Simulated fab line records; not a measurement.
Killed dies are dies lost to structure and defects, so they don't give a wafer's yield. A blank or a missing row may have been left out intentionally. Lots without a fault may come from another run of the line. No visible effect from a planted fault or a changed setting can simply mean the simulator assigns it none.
fab line records -- flow n5-finfet
[record] lots = 24, wafers = 72, last-day = 18
route steps=1938 shown ILD0@340 SDB@357 HKMG_FIN@389
lots with no fault: from the same line, run without faults
start-h: the number of hours between the record's first day and the start of the first shown wafer of the lot -- wait-h: time in hours since the lot's previous step -- " unchanged from the row above -- L1.1+2: a row that stands for several wafers -- - no value, or no start given -- * or withheld: withheld -- < > ~ a bound
route shown NAME@n: names a module that has steps shown in the file, with the first one's number in the route -- usual: mean/standard deviation of fault-free wafers -- same: alike in all rows -- chamber/n: place in a boat -- sites: per-site readings -- _std_site: how widely they spread, as a standard deviation -- _edge_site: the outer-site mean with the inner-site mean subtracted -- radius-mm: for every site, how far away it sits from the centre of the wafer -- mask NAME#n: copy n -- behind: the last tool/chamber to shape the wafer -- hold: why the lot went on hold/how many hours it stayed there/how the hold came to an end -- device: which transistor (n, p or np) failed to switch -- end of line: tests of these same wafers at the route's end -- step lacking rows: just its recipe -- killed: dies lost to structure and defects at the first sort, not the wafer's yield -- map: a wafer's dies, x killed, . not, _ none there
set.NAME: the setting that was run; set.NAME@STEP: the one run at that earlier step -- model.NAME: the simulator's own value behind a step, which no gauge read
route steps across a sampled set of lots; one table per step, one row per wafer
services: when a tool's chamber went out of use (start-h, in hours from the record's first day, below 0 if earlier), for how many hours, and the reason
[[steps]]
[step N5_ILD0_CMP_07]
[recipe] stop-on = poly-Si, material = SiO2_flowable, t-overpolish-s = 1.18, post-cmp-clean = alkaline-brush, down-force-psi = 4.1491, platen-rpm = 51.796, pad-velocity-m-s = 1.0306, target-thk-nm = 138.88
[usual] motor-current-A = 12.0/0.99
lot.wafer,tool,chamber,start-h,wait-h,motor-current-A
L074.1,cmp-04,2,68.34,0.1,12.0
L074.4,cmp-04,3,68.34,0.1,11.4
L074.5,cmp-04,1,68.34,0.1,11.9
L075.4,cmp-01,3,72.86,0.1,12.2
L075.5,cmp-01,0,72.86,0.1,12.3
L075.6,cmp-01,1,72.86,0.1,12.4
L076.2,cmp-02,2,78.56,0.1,9.4
L076.4,cmp-02,3,78.56,0.1,12.5
L076.3,cmp-02,0,78.56,0.1,11.9
L077.2,cmp-02,2,80.69,0.0,10.4
L077.4,cmp-02,3,80.69,0.0,12.9
L077.1,cmp-02,0,80.69,0.0,12.1
L078.1,cmp-02,0,87.65,0.1,11.1
L078.4,cmp-02,2,87.65,0.1,9.8
L078.6,cmp-02,0,87.65,0.1,11.4
L079.3,cmp-01,0,94.38,0.0,12.1
L079.1,cmp-01,1,94.38,0.0,12.0
L079.6,cmp-01,1,94.38,0.0,12.6
L080.3,cmp-01,3,98.77,0.1,12.3
L080.4,cmp-01,0,98.77,0.1,12.2
L080.5,cmp-01,1,98.77,0.1,11.9
L081.3,cmp-01,2,104.60,0.0,11.2
L081.2,cmp-01,0,104.60,0.0,11.8
L081.5,cmp-01,3,104.60,0.0,12.2
L082.3,cmp-04,0,110.49,0.0,11.6
L082.4,cmp-04,2,110.49,0.0,12.4
L082.5,cmp-04,0,110.49,0.0,11.6
L083.2,cmp-02,0,114.29,0.1,11.6
L083.6,cmp-02,1,114.29,0.1,13.2
L083.5,cmp-02,2,114.29,0.1,9.9
L084.3,cmp-02,0,120.71,0.0,11.3
L084.2,cmp-02,3,120.71,0.0,13.4
L084.6,cmp-02,0,120.71,0.0,11.7
L085.2,cmp-04,3,129.25,0.1,11.7
L085.5,cmp-04,1,129.25,0.1,11.8
L085.6,cmp-04,2,129.25,0.1,12.4
L086.1,cmp-02,1,134.96,0.1,14.3
L086.3,cmp-02,2,134.96,0.1,10.0
L086.5,cmp-02,1,134.96,0.1,13.4
L087.1,cmp-04,0,140.69,0.1,11.5
L087.5,cmp-04,2,140.69,0.1,12.4
L087.6,cmp-04,3,140.69,0.1,11.2
L088.3,cmp-01,3,147.13,0.0,12.1
L088.4,cmp-01,1,147.13,0.0,12.5
L088.1,cmp-01,2,147.13,0.0,11.5
L089.4,cmp-04,0,155.19,0.0,12.3
L089.1,cmp-04,1,155.19,0.0,12.3
L089.5,cmp-04,1,155.19,0.0,12.6
L090.2,cmp-04,3,157.50,0.0,10.7
L090.3,cmp-04,2,157.50,0.0,11.7
L090.5,cmp-04,0,157.50,0.0,11.6
L091.3,cmp-02,0,165.20,0.0,11.9
L091.2,cmp-02,1,165.20,0.0,13.1
L091.6,cmp-02,1,165.20,0.0,14.0
L092.2,cmp-02,1,170.06,0.0,13.8
L092.3,cmp-02,2,170.06,0.0,9.7
L092.1,cmp-02,3,170.06,0.0,13.1
L093.3,cmp-02,0,177.24,0.1,11.7
L093.4,cmp-02,1,177.24,0.1,13.6
L093.6,cmp-02,0,177.24,0.1,11.3
L094.1,cmp-04,3,182.14,0.1,11.0
L094.5,cmp-04,1,182.14,0.1,11.8
L094.6,cmp-04,2,182.14,0.1,12.6
L095.4,cmp-01,0,187.89,0.1,12.8
L095.2,cmp-01,1,187.89,0.1,12.1
L095.3,cmp-01,2,187.89,0.1,11.4
L096.4,cmp-01,3,194.43,0.0,13.0
L096.2,cmp-01,2,194.43,0.0,10.8
L096.6,cmp-01,3,194.43,0.0,12.4
L097.3,cmp-04,3,200.64,0.0,11.2
L097.5,cmp-04,3,200.64,0.0,11.0
L097.6,cmp-04,0,200.64,0.0,11.8
[step N5_SDB_OVL_MEAS_12]
[recipe] points-per-wafer = 44
[usual] SDB_OVL = -0.1/0.88
lot.wafer,tool,chamber,start-h,wait-h,SDB_OVL[nm]
L074.1,overlay-02,0,72.49,0.0,0.3
L074.4,overlay-02,0,72.49,0.0,-1.1
L074.5,overlay-02,0,72.49,0.0,-0.7
L075.4,overlay-02,0,76.80,0.0,0.0
L075.5,overlay-02,0,76.80,0.0,-1.0
L075.6,overlay-02,0,76.80,0.0,-0.1
L076.2,overlay-02,0,82.83,0.0,1.0
L076.3,overlay-02,0,82.83,0.0,-0.2
L076.4,overlay-02,0,82.83,0.0,0.9
L077.1,overlay-02,0,84.74,0.0,0.6
L077.2,overlay-02,0,84.74,0.0,1.5
L077.4,overlay-02,0,84.74,0.0,-0.4
L078.1,overlay-02,0,91.54,0.0,1.3
L078.4,overlay-02,0,91.54,0.0,-0.3
L078.6,overlay-02,0,91.54,0.0,0.7
L079.1,overlay-01,0,98.54,0.0,0.7
L079.3,overlay-01,0,98.54,0.0,0.9
L079.6,overlay-01,0,98.54,0.0,1.8
L080.3,overlay-02,0,102.81,0.0,-1.0
L080.4,overlay-02,0,102.81,0.0,-1.2
L080.5,overlay-02,0,102.81,0.0,0.8
L081.2,overlay-01,0,108.65,0.0,0.0
L081.3,overlay-01,0,108.65,0.0,-0.4
L081.5,overlay-01,0,108.65,0.0,0.3
L082.3,overlay-02,0,114.54,0.0,-1.2
L082.4,overlay-02,0,114.54,0.0,0.1
L082.5,overlay-02,0,114.54,0.0,-0.6
L083.2,overlay-01,0,118.11,0.0,-0.8
L083.5,overlay-01,0,118.11,0.0,-1.1
L083.6,overlay-01,0,118.11,0.0,-0.2
L084.2,overlay-02,0,124.64,0.0,0.7
L084.3,overlay-02,0,124.64,0.0,-0.2
L084.6,overlay-02,0,124.64,0.0,0.8
L085.2,overlay-02,0,133.23,0.0,-0.1
L085.5,overlay-02,0,133.23,0.0,-0.2
L085.6,overlay-02,0,133.23,0.0,-0.1
L086.1,overlay-02,0,139.10,0.0,-1.2
L086.3,overlay-02,0,139.10,0.0,-1.6
L086.5,overlay-02,0,139.10,0.0,-0.7
L087.1,overlay-02,0,144.66,0.0,0.0
L087.5,overlay-02,0,144.66,0.0,0.6
L087.6,overlay-02,0,144.66,0.0,-0.1
L088.1,overlay-01,0,151.19,0.0,-1.5
L088.3,overlay-01,0,151.19,0.0,-1.5
L088.4,overlay-01,0,151.19,0.0,-2.1
L089.1,overlay-01,0,159.27,0.0,1.0
L089.4,overlay-01,0,159.27,0.0,1.5
L089.5,overlay-01,0,159.27,0.0,0.8
L090.2,overlay-02,0,161.43,0.0,1.2
L090.3,overlay-02,0,161.43,0.0,1.4
L090.5,overlay-02,0,161.43,0.0,0.8
L091.2,overlay-02,0,169.27,0.0,0.8
L091.3,overlay-02,0,169.27,0.0,0.1
L091.6,overlay-02,0,169.27,0.0,0.2
L092.1,overlay-02,0,174.41,0.0,-0.3
L092.2,overlay-02,0,174.41,0.0,0.3
L092.3,overlay-02,0,174.41,0.0,-1.1
L093.3,overlay-02,0,181.36,0.0,0.2
L093.4,overlay-02,0,181.36,0.0,-0.4
L093.6,overlay-02,0,181.36,0.0,0.3
L094.1,overlay-01,0,186.59,0.0,0.0
L094.5,overlay-01,0,186.59,0.0,0.0
L094.6,overlay-01,0,186.59,0.0,-0.6
L095.2,overlay-02,0,191.90,0.0,-1.0
L095.3,overlay-02,0,191.90,0.0,0.3
L095.4,overlay-02,0,191.90,0.0,-1.1
L096.2,overlay-01,0,198.49,0.0,-0.3
L096.4,overlay-01,0,198.49,0.0,-0.8
L096.6,overlay-01,0,198.49,0.0,-0.6
L097.3,overlay-01,0,204.79,0.0,-1.4
L097.5,overlay-01,0,204.79,0.0,-0.6
L097.6,overlay-01,0,204.79,0.0,-1.3
[step N5_SDB_STRIP_22]
[recipe] chemistry = N2/H2, power-w = 1000, temp-c = 250, h2-frac = 0.65, overash-fraction = 0.3, pressure-mtorr = withheld, n2-flow-sccm = 1750, h2-flow-sccm = 3250
[usual] drypump-motor-current-A = 5.6/0.34, heater-power-w = 342/24, oes-product-au = 0.715/0.0051, strip-time-to-endpoint-s = 96.2/0.45
lot.wafer,tool,chamber,start-h,wait-h,drypump-motor-current-A,heater-power-w,oes-product-au,rf-hours-counter-h,strip-time-to-endpoint-s
L074.1,plasma-asher-02,0,73.09,0.1,5.7,340,0.714,86,96.3
L074.4,plasma-asher-02,0,73.09,0.1,5.8,334,0.712,-,95.9
L074.5,plasma-asher-02,1,73.09,0.1,5.0,306,0.724,-,97.0
L075.4,plasma-asher-02,0,77.20,0.1,5.8,335,0.719,-,96.2
L075.5,plasma-asher-02,0,77.20,0.1,5.7,330,0.715,-,95.8
L075.6,plasma-asher-02,1,77.20,0.1,5.0,308,0.721,-,95.6
L076.2,plasma-asher-01,0,83.20,0.1,5.9,369,0.712,38,96.9
L076.3,plasma-asher-01,0,83.20,0.1,6.0,374,0.718,-,96.5
L076.4,plasma-asher-01,1,83.20,0.1,5.5,366,0.705,-,96.4
L077.1,plasma-asher-02,1,85.11,0.1,5.0,316,0.714,88,95.7
L077.2,plasma-asher-02,0,85.11,0.1,5.7,325,0.709,88,96.1
L077.4,plasma-asher-02,0,85.11,0.1,5.7,337,0.718,-,95.5
L078.1,plasma-asher-01,1,91.91,0.1,5.6,361,0.714,41,96.1
L078.4,plasma-asher-01,0,91.91,0.1,5.9,374,0.706,-,96.2
L078.6,plasma-asher-01,0,91.91,0.1,6.0,367,0.707,-,95.9
L079.1,plasma-asher-02,1,98.90,0.1,5.1,309,0.723,91,96.2
L079.3,plasma-asher-02,1,98.90,0.1,5.1,315,0.724,-,96.4
L079.6,plasma-asher-02,1,98.90,0.1,5.1,306,0.716,-,96.2
L080.3,plasma-asher-01,0,103.21,0.1,6.0,380,0.710,-,95.8
L080.4,plasma-asher-01,1,103.21,0.1,5.6,367,0.715,-,96.2
L080.5,plasma-asher-01,1,103.21,0.1,5.5,361,0.710,-,96.0
L081.2,plasma-asher-01,1,109.87,0.1,5.6,359,0.713,44,96.6
L081.3,plasma-asher-01,0,109.87,0.1,6.0,381,0.712,-,96.2
L081.5,plasma-asher-01,1,109.87,0.1,5.6,355,0.719,-,96.8
L082.3,plasma-asher-02,0,115.14,0.1,5.8,335,0.719,-,95.8
L082.4,plasma-asher-02,1,115.14,0.1,5.0,316,0.713,-,96.2
L082.5,plasma-asher-02,1,115.14,0.1,5.1,316,0.712,-,95.5
L083.2,plasma-asher-01,1,118.47,0.1,5.6,349,0.721,47,95.1
L083.5,plasma-asher-01,1,118.47,0.1,5.6,355,0.713,-,96.0
L083.6,plasma-asher-01,0,118.47,0.1,6.0,372,0.711,-,95.2
L084.2,plasma-asher-01,1,125.15,0.1,5.6,359,0.702,48,96.2
L084.3,plasma-asher-01,1,125.15,0.1,5.6,347,0.718,-,96.4
L084.6,plasma-asher-01,0,125.15,0.1,5.9,377,0.710,-,96.4
L085.2,plasma-asher-02,0,134.01,0.1,5.7,338,0.721,98,96.6
L085.5,plasma-asher-02,0,134.01,0.1,5.7,334,0.710,-,96.0
L085.6,plasma-asher-02,1,134.01,0.1,5.0,315,0.707,-,96.1
L086.1,plasma-asher-02,0,139.50,0.1,5.7,338,0.720,99,95.7
L086.3,plasma-asher-02,1,139.50,0.1,5.1,309,0.717,-,96.0
L086.5,plasma-asher-02,0,139.50,0.1,5.7,322,0.709,-,95.9
L087.1,plasma-asher-02,0,145.07,0.1,5.7,340,0.714,100,95.6
L087.5,plasma-asher-02,1,145.07,0.1,5.1,314,0.712,-,95.7
L087.6,plasma-asher-02,0,145.07,0.1,5.7,332,0.715,-,96.4
L088.1,plasma-asher-02,0,151.71,0.1,5.8,337,0.716,102,95.7
L088.3,plasma-asher-02,0,151.71,0.1,5.7,344,0.719,-,96.3
L088.4,plasma-asher-02,1,151.71,0.1,5.1,313,0.713,-,96.3
L089.1,plasma-asher-02,0,159.64,0.1,5.7,340,0.718,103,97.2
L089.4,plasma-asher-02,0,159.64,0.1,5.7,337,0.714,-,96.7
L089.5,plasma-asher-02,0,159.64,0.1,5.7,336,0.720,-,96.6
L090.2,plasma-asher-01,1,162.02,0.1,5.5,355,0.714,56,96.0
L090.3,plasma-asher-01,1,162.02,0.1,5.6,360,0.717,-,96.0
L090.5,plasma-asher-01,0,162.02,0.1,5.9,377,0.707,-,95.8
L091.2,plasma-asher-01,0,170.04,0.1,6.0,376,0.714,57,95.8
L091.3,plasma-asher-01,1,170.04,0.1,5.6,359,0.710,-,95.9
L091.6,plasma-asher-01,0,170.04,0.1,5.9,379,0.715,-,95.8
L092.1,plasma-asher-02,0,174.99,0.1,5.8,342,0.714,106,97.3
L092.2,plasma-asher-02,1,174.99,0.1,5.1,314,0.722,106,96.8
L092.3,plasma-asher-02,1,174.99,0.1,5.1,313,0.715,-,96.7
L093.3,plasma-asher-01,0,182.00,0.1,6.0,381,0.713,-,96.1
L093.4,plasma-asher-01,1,182.00,0.1,5.6,353,0.718,-,96.4
L093.6,plasma-asher-01,1,182.00,0.1,5.6,356,0.718,-,96.6
L094.1,plasma-asher-01,0,186.96,0.1,6.0,378,0.719,61,95.8
L094.5,plasma-asher-01,1,186.96,0.1,5.6,356,0.716,-,96.0
L094.6,plasma-asher-01,0,186.96,0.1,5.9,378,0.715,-,96.1
L095.2,plasma-asher-02,1,192.30,0.1,5.1,310,0.720,110,96.2
L095.3,plasma-asher-02,0,192.30,0.1,5.7,341,0.711,-,96.4
L095.4,plasma-asher-02,1,192.30,0.1,5.1,317,0.711,-,96.1
L096.2,plasma-asher-02,0,199.51,0.5,5.8,336,0.704,113,95.8
L096.4,plasma-asher-02,0,199.51,0.5,5.8,337,0.708,-,95.5
L096.6,plasma-asher-02,1,199.51,0.5,5.1,309,0.724,-,96.2
L097.3,plasma-asher-02,1,205.25,0.1,5.1,317,0.713,-,96.0
L097.5,plasma-asher-02,0,205.25,0.1,5.8,337,0.716,-,95.9
L097.6,plasma-asher-02,1,205.25,0.1,5.0,312,0.717,-,95.9
[step N5_HKMG_FIN_ALD_75]
[recipe] material = Al2O3, target-thk-a = 10, temp-c = 150, ald-precursor-family = TMA, ald-co-reactant = H2O, pulse-time-s = withheld, co-reactant-pulse-time-s = 1
[usual] heater-power-outer-w = 80/11, heater-power-w = 151/17, precursor-pulse-height-rel = 0.996/0.021
lot.wafer,tool,chamber,start-h,wait-h,heater-power-outer-w,heater-power-w,precursor-pulse-height-rel
L074.1,ald-hk-03,1,78.35,0.0,89,162,0.986
L074.4,ald-hk-03,2,78.35,0.0,79,143,0.985
L074.5,ald-hk-03,2,78.35,0.0,78,145,1.006
L075.4,ald-hk-01,3,82.50,0.0,71,141,1.003
L075.5,ald-hk-01,3,82.50,0.0,70,137,0.983
L075.6,ald-hk-01,2,82.50,0.0,89,157,1.006
L076.2,ald-hk-03,1,87.85,0.0,87,165,1.022
L076.3,ald-hk-03,3,87.85,0.0,103,176,1.037
L076.4,ald-hk-03,2,87.85,0.0,78,142,0.986
L077.1,ald-hk-01,0,90.18,0.0,62,125,0.981
L077.2,ald-hk-01,2,90.18,0.0,87,164,1.010
L077.4,ald-hk-01,1,90.18,0.0,66,133,1.045
L078.1,ald-hk-01,3,97.15,0.0,70,140,0.959
L078.4,ald-hk-01,0,97.15,0.0,65,125,1.006
L078.6,ald-hk-01,3,97.15,0.0,71,139,0.990
L079.1,ald-hk-01,2,103.91,0.0,89,166,0.991
L079.3,ald-hk-01,1,103.91,0.0,67,132,1.012
L079.6,ald-hk-01,1,103.91,0.0,64,132,1.034
L080.3,ald-hk-03,0,107.84,0.0,78,144,0.960
L080.4,ald-hk-03,3,107.84,0.0,102,177,1.018
L080.5,ald-hk-03,0,107.84,0.0,75,147,0.989
L081.2,ald-hk-01,2,114.48,0.0,88,166,1.000
L081.3,ald-hk-01,0,114.48,0.0,65,124,1.008
L081.5,ald-hk-01,0,114.48,0.0,65,123,1.014
L082.3,ald-hk-03,1,119.77,0.0,87,171,0.972
L082.4,ald-hk-03,3,119.77,0.0,99,179,1.049
L082.5,ald-hk-03,3,119.77,0.0,101,178,0.962
L083.2,ald-hk-03,3,123.50,0.0,102,171,1.000
L083.5,ald-hk-03,3,123.50,0.0,100,181,1.011
L083.6,ald-hk-03,2,123.50,0.0,80,142,1.007
L084.2,ald-hk-02,2,129.98,0.0,77,151,0.993
L084.3,ald-hk-02,3,129.98,0.0,90,169,1.001
L084.6,ald-hk-02,1,129.98,0.0,98,171,1.018
L085.2,ald-hk-01,2,139.55,0.0,89,163,0.990
L085.5,ald-hk-01,1,139.55,0.0,67,130,0.987
L085.6,ald-hk-01,2,139.55,0.0,87,166,0.972
L086.1,ald-hk-02,0,144.34,0.0,69,145,0.972
L086.3,ald-hk-02,1,144.34,0.0,96,176,1.007
L086.5,ald-hk-02,2,144.34,0.0,74,146,0.989
L087.1,ald-hk-02,2,149.68,0.0,78,148,0.980
L087.5,ald-hk-02,3,149.68,0.0,92,172,0.977
L087.6,ald-hk-02,0,149.68,0.0,71,152,1.029
L088.1,ald-hk-03,3,156.34,0.0,99,177,1.040
L088.3,ald-hk-03,1,156.34,0.0,89,161,1.001
L088.4,ald-hk-03,2,156.34,0.0,78,145,0.959
L089.1,ald-hk-01,1,164.24,0.0,67,130,1.004
L089.4,ald-hk-01,0,164.24,0.0,66,127,0.986
L089.5,ald-hk-01,1,164.24,0.0,67,129,1.013
L090.2,ald-hk-01,1,166.87,0.0,68,136,0.973
L090.3,ald-hk-01,3,166.87,0.0,74,135,1.020
L090.5,ald-hk-01,1,166.87,0.0,67,135,1.024
L091.2,ald-hk-01,3,174.66,0.0,72,140,1.024
L091.3,ald-hk-01,2,174.66,0.0,88,167,0.979
L091.6,ald-hk-01,2,174.66,0.0,89,166,0.986
L092.1,ald-hk-02,2,180.32,0.0,76,149,1.028
L092.2,ald-hk-02,0,180.32,0.0,71,151,1.012
L092.3,ald-hk-02,3,180.32,0.0,91,171,0.999
L093.3,ald-hk-01,3,186.76,0.0,70,140,0.992
L093.4,ald-hk-01,1,186.76,0.0,67,133,0.982
L093.6,ald-hk-01,3,186.76,0.0,72,136,0.998
L094.1,ald-hk-03,2,191.73,0.0,76,143,0.979
L094.5,ald-hk-03,2,191.73,0.0,77,147,0.987
L094.6,ald-hk-03,1,191.73,0.0,88,168,1.013
L095.2,ald-hk-03,1,197.34,0.0,88,165,1.015
L095.3,ald-hk-03,0,197.34,0.0,78,144,0.972
L095.4,ald-hk-03,3,197.34,0.0,101,178,0.956
L096.2,ald-hk-03,2,204.17,0.0,76,140,0.995
L096.4,ald-hk-03,0,204.17,0.0,75,146,0.991
L096.6,ald-hk-03,3,204.17,0.0,100,182,1.004
L097.3,ald-hk-03,1,210.13,0.0,88,166,0.992
L097.5,ald-hk-03,1,210.13,0.0,87,164,1.015
L097.6,ald-hk-03,2,210.13,0.0,80,142,1.004
[step N5_HKMG_FIN_CD_MEAS_49]
[recipe] target-cd-nm = 202, landing-energy-ev = 500, detector = se-inlens, polarity = opening
[usual] cd-nm = 202.3/0.64
lot.wafer,tool,chamber,start-h,wait-h,cd-nm
L074.1,cd-sem-01,0,78.82,-,204.0
L074.4,cd-sem-01,0,78.82,-,203.6
L074.5,cd-sem-01,0,78.82,-,203.6
L075.4,cd-sem-03,0,82.85,-,202.0
L075.5,cd-sem-03,0,82.85,-,203.1
L075.6,cd-sem-03,0,82.85,-,201.0
L076.2,cd-sem-02,0,88.32,-,201.8
L076.3,cd-sem-02,0,88.32,-,203.1
L076.4,cd-sem-02,0,88.32,-,202.2
L077.1,cd-sem-02,0,90.65,-,202.4
L077.2,cd-sem-02,0,90.65,-,201.8
L077.4,cd-sem-02,0,90.65,-,202.3
L078.1,cd-sem-01,0,97.61,-,202.3
L078.4,cd-sem-01,0,97.61,-,202.1
L078.6,cd-sem-01,0,97.61,-,202.3
L079.1,cd-sem-01,0,104.25,-,201.9
L079.3,cd-sem-01,0,104.25,-,201.3
L079.6,cd-sem-01,0,104.25,-,202.4
L080.3,cd-sem-02,0,108.31,-,201.3
L080.4,cd-sem-02,0,108.31,-,202.4
L080.5,cd-sem-02,0,108.31,-,202.8
L081.2,cd-sem-02,0,114.95,-,203.0
L081.3,cd-sem-02,0,114.95,-,202.6
L081.5,cd-sem-02,0,114.95,-,201.8
L082.3,cd-sem-01,0,120.24,-,202.0
L082.4,cd-sem-01,0,120.24,-,202.5
L082.5,cd-sem-01,0,120.24,-,202.1
L083.2,cd-sem-03,0,123.97,-,202.2
L083.5,cd-sem-03,0,123.97,-,203.6
L083.6,cd-sem-03,0,123.97,-,202.1
L084.2,cd-sem-03,0,130.44,-,202.3
L084.3,cd-sem-03,0,130.44,-,202.1
L084.6,cd-sem-03,0,130.44,-,203.6
L085.2,cd-sem-03,0,140.02,-,202.4
L085.5,cd-sem-03,0,140.02,-,202.7
L085.6,cd-sem-03,0,140.02,-,203.2
L086.1,cd-sem-03,0,144.80,-,202.3
L086.3,cd-sem-03,0,144.80,-,203.3
L086.5,cd-sem-03,0,144.80,-,202.9
L087.1,cd-sem-01,0,150.15,-,202.7
L087.5,cd-sem-01,0,150.15,-,203.0
L087.6,cd-sem-01,0,150.15,-,203.0
L088.1,cd-sem-02,0,156.69,-,202.0
L088.3,cd-sem-02,0,156.69,-,201.4
L088.4,cd-sem-02,0,156.69,-,202.2
L089.1,cd-sem-03,0,164.71,-,202.4
L089.4,cd-sem-03,0,164.71,-,202.2
L089.5,cd-sem-03,0,164.71,-,202.6
L090.2,cd-sem-01,0,167.33,-,202.3
L090.3,cd-sem-01,0,167.33,-,202.5
L090.5,cd-sem-01,0,167.33,-,202.2
L091.2,cd-sem-02,0,175.00,-,202.9
L091.3,cd-sem-02,0,175.00,-,202.5
L091.6,cd-sem-02,0,175.00,-,202.3
L092.1,cd-sem-02,0,180.66,-,202.7
L092.2,cd-sem-02,0,180.66,-,201.7
L092.3,cd-sem-02,0,180.66,-,202.7
L093.3,cd-sem-03,0,187.23,-,201.6
L093.4,cd-sem-03,0,187.23,-,202.1
L093.6,cd-sem-03,0,187.23,-,202.2
L094.1,cd-sem-02,0,192.20,-,202.4
L094.5,cd-sem-02,0,192.20,-,201.5
L094.6,cd-sem-02,0,192.20,-,201.1
L095.2,cd-sem-02,0,197.68,-,202.8
L095.3,cd-sem-02,0,197.68,-,202.8
L095.4,cd-sem-02,0,197.68,-,202.6
L096.2,cd-sem-01,0,204.63,-,202.2
L096.4,cd-sem-01,0,204.63,-,202.8
L096.6,cd-sem-01,0,204.63,-,203.4
L097.3,cd-sem-03,0,210.47,-,201.7
L097.5,cd-sem-03,0,210.47,-,202.4
L097.6,cd-sem-03,0,210.47,-,203.0
[step N5_HKMG_FIN_ALD_36]
[recipe] material = TiN, target-thk-a = 10, temp-c = 400, ald-precursor-family = TiCl4, ald-co-reactant = NH3, pulse-time-s = 1, purge-time-s = 3, co-reactant-purge-time-s = 2, co-reactant-pulse-time-s = 2, ald-cycles = 47, pressure-torr = 3
[usual] heater-power-outer-w = 529/51, heater-power-w = 876/75, precursor-pulse-height-rel = 1.004/0.02
lot.wafer,tool,chamber,start-h,wait-h,heater-power-outer-w,heater-power-w,precursor-pulse-height-rel
L074.1,ald-metal-04,1,81.22,0.0,560,965,1.023
L074.4,ald-metal-04,0,81.22,0.0,532,892,1.029
L074.5,ald-metal-04,0,81.22,0.0,523,889,1.004
L075.4,ald-metal-03,2,85.24,0.0,547,877,1.047
L075.5,ald-metal-03,1,85.24,0.0,455,844,0.999
L075.6,ald-metal-03,2,85.24,0.0,527,917,0.989
L076.2,ald-metal-01,1,90.75,0.0,514,802,1.017
L076.3,ald-metal-01,3,90.75,0.0,569,933,1.023
L076.4,ald-metal-01,2,90.75,0.0,680,1082,0.982
L077.1,ald-metal-04,1,92.95,0.0,558,970,1.009
L077.2,ald-metal-04,3,92.95,0.0,489,793,0.969
L077.4,ald-metal-04,0,92.95,0.0,518,890,0.993
L078.1,ald-metal-03,0,99.99,0.0,559,913,1.005
L078.4,ald-metal-03,2,99.99,0.0,527,908,1.009
L078.6,ald-metal-03,3,99.99,0.0,569,830,0.985
L079.1,ald-metal-04,1,106.67,0.0,562,944,0.994
L079.3,ald-metal-04,2,106.67,0.0,487,800,1.004
L079.6,ald-metal-04,2,106.67,0.0,496,824,0.989
L080.3,ald-metal-03,3,110.76,0.0,562,845,1.018
L080.4,ald-metal-03,0,110.76,0.0,550,904,1.036
L080.5,ald-metal-03,3,110.76,0.0,559,861,0.993
L081.2,ald-metal-03,3,117.25,0.0,567,849,1.030
L081.3,ald-metal-03,2,117.25,0.0,534,898,0.977
L081.5,ald-metal-03,1,117.25,0.0,481,853,0.997
L082.3,ald-metal-03,2,122.71,0.0,522,894,1.014
L082.4,ald-metal-03,1,122.71,0.0,479,860,1.001
L082.5,ald-metal-03,2,122.71,0.0,530,902,0.968
L083.2,ald-metal-03,2,126.32,0.0,531,905,1.032
L083.5,ald-metal-03,3,126.32,0.0,559,850,1.018
L083.6,ald-metal-03,0,126.32,0.0,560,932,0.983
L084.2,ald-metal-04,2,132.71,0.0,481,799,1.027
L084.3,ald-metal-04,3,132.71,0.0,491,795,1.015
L084.6,ald-metal-04,3,132.71,0.0,494,801,1.029
L085.2,ald-metal-04,1,142.28,0.0,578,942,0.953
L085.5,ald-metal-04,2,142.28,0.0,480,806,0.964
L085.6,ald-metal-04,1,142.28,0.0,584,946,1.024
L086.1,ald-metal-03,1,147.31,0.0,478,849,1.038
L086.3,ald-metal-03,2,147.31,0.0,536,892,1.009
L086.5,ald-metal-03,1,147.31,0.0,478,845,0.977
L087.1,ald-metal-04,0,152.68,0.0,539,881,0.980
L087.5,ald-metal-04,2,152.68,0.0,493,785,1.006
L087.6,ald-metal-04,1,152.68,0.0,562,954,1.008
L088.1,ald-metal-04,0,158.96,0.0,531,890,1.032
L088.3,ald-metal-04,1,158.96,0.0,555,970,1.038
L088.4,ald-metal-04,3,158.96,0.0,491,820,1.006
L089.1,ald-metal-01,0,167.02,0.0,464,840,1.038
L089.4,ald-metal-01,1,167.02,0.0,525,804,0.997
L089.5,ald-metal-01,0,167.02,0.0,478,847,0.966
L090.2,ald-metal-01,2,169.82,0.0,671,1044,0.990
L090.3,ald-metal-01,1,169.82,0.0,501,793,1.007
L090.5,ald-metal-01,1,169.82,0.0,505,795,1.003
L091.2,ald-metal-01,2,177.52,0.0,681,1082,1.024
L091.3,ald-metal-01,1,177.52,0.0,508,843,1.030
L091.6,ald-metal-01,2,177.52,0.0,663,1083,1.025
L092.1,ald-metal-01,2,182.93,0.0,672,1049,1.004
L092.2,ald-metal-01,1,182.93,0.0,515,802,0.983
L092.3,ald-metal-01,0,182.93,0.0,471,837,1.020
L093.3,ald-metal-04,2,189.49,0.0,481,809,1.005
L093.4,ald-metal-04,0,189.49,0.0,529,913,1.007
L093.6,ald-metal-04,0,189.49,0.0,534,885,1.015
L094.1,ald-metal-04,1,194.81,0.0,571,976,0.990
L094.5,ald-metal-04,0,194.81,0.0,522,902,0.996
L094.6,ald-metal-04,1,194.81,0.0,559,960,0.966
L095.2,ald-metal-04,1,200.13,0.0,570,942,0.985
L095.3,ald-metal-04,2,200.13,0.0,488,790,1.015
L095.4,ald-metal-04,3,200.13,0.0,482,777,0.998
L096.2,ald-metal-04,2,207.02,0.0,490,794,1.000
L096.4,ald-metal-04,1,207.02,0.0,572,949,1.017
L096.6,ald-metal-04,3,207.02,0.0,501,811,1.017
L097.3,ald-metal-04,1,213.12,0.0,567,967,1.006
L097.5,ald-metal-04,1,213.12,0.0,574,958,0.994
L097.6,ald-metal-04,2,213.12,0.0,488,801,0.960
[[services]]
tool,chamber,start-h,hours,kind
cmp-01,-,45.08,3.4,repair
plasma-asher-01,-,52.56,3.0,repair
ald-metal-04,-,53.42,8.7,pm
plasma-asher-02,-,88.29,2.8,pm
ald-hk-02,-,97.02,2.8,pm
ald-hk-01,-,97.44,1.4,repair
cmp-04,-,100.00,1.4,repair
ald-metal-01,3,115.70,279.0,repair
ald-metal-04,1,121.29,10.6,repair
ald-metal-04,-,138.31,2.8,pm
cmp-04,-,145.63,1.0,repair
ald-hk-03,-,145.92,1.8,repair
ald-metal-01,-,147.30,0.9,repair
cmp-04,-,154.06,1.0,repair
ald-metal-03,0,163.31,4.2,repair
ald-hk-01,-,169.75,0.6,repair
ald-hk-01,-,188.86,8.7,pm
ald-metal-01,2,189.20,28.2,repair
plasma-asher-01,-,191.35,14.6,pm
cmp-04,-,191.97,1.2,repair
ald-metal-01,-,203.70,0.3,repair
cmp-01,-,204.30,4.0,pm
ald-hk-01,-,204.48,0.8,repair
cmp-01,-,208.30,-,consumable-replace:conditioner
[[key]]
fault none
